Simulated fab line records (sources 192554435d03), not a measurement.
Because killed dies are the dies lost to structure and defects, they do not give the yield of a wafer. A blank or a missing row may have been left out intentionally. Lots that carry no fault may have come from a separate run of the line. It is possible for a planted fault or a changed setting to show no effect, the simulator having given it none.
Which tool did it? + flow n5-finfet + 36 wafers sampled from 12 lots at 1 step of a route of 1938

WHAT EACH GAUGE READ, for each wafer
N5_SDB_OVL_MEAS_12.
| lot  | measured    | on         | SDB_OVL (nm)  |
|------|-------------|------------|---------------|
| L075 | day 4 03:05 | overlay-01 | 0.3 0.8 0.1   |
| L077 | day 4 11:43 | overlay-02 | 0.3 0.1 0.4   |
| L079 | day 4 21:53 | overlay-02 | 0.6 1.2 0.4   |
| L081 | day 5 11:38 | overlay-01 | 1.0 0.6 1.0   |
| L083 | day 6 07:40 | overlay-01 | 0.3 1.2 0.0   |
| L085 | day 6 15:26 | overlay-02 | 1.1 -0.1 0.3  |
| L087 | day 6 23:57 | overlay-01 | 1.1 0.9 0.9   |
| L089 | day 7 11:10 | overlay-02 | -0.3 -1.0 0.1 |
| L091 | day 7 22:13 | overlay-01 | 0.5 -1.1 -0.2 |
| L093 | day 8 11:40 | overlay-02 | 1.0 0.5 0.0   |
| L095 | day 9 00:15 | overlay-02 | 0.4 0.2 0.7   |
| L097 | day 9 13:29 | overlay-01 | 1.2 -0.3 0.4  |

WHAT TOOL EACH LOT RAN ON (gives the tool, then ch and the chambers of the sampled wafers, and finally the start)
There is no process step in the record ahead of these readings.

THE ANSWER, worked out from the rows above alone
Rule: what is usual is taken from the lots themselves. Put in order of their means at a reading, lots are off if they are a third of the lots or fewer, leave a main group of 4 or more, and stand apart from it by a gap of 3 or more times the standard deviation of the main group's means; of several such gaps the widest counts. If all means in a main group match to the digits the tables above print for the reading, that group is not used. A lot without any number at a reading at which 4 lots or more have one is off too. Where the step has rows for the other lots, those lots are counted as sound.
Across all readings shown, no lot is off: no conclusion can be drawn from this.

WHAT THE SIMULATOR HAD PUT IN
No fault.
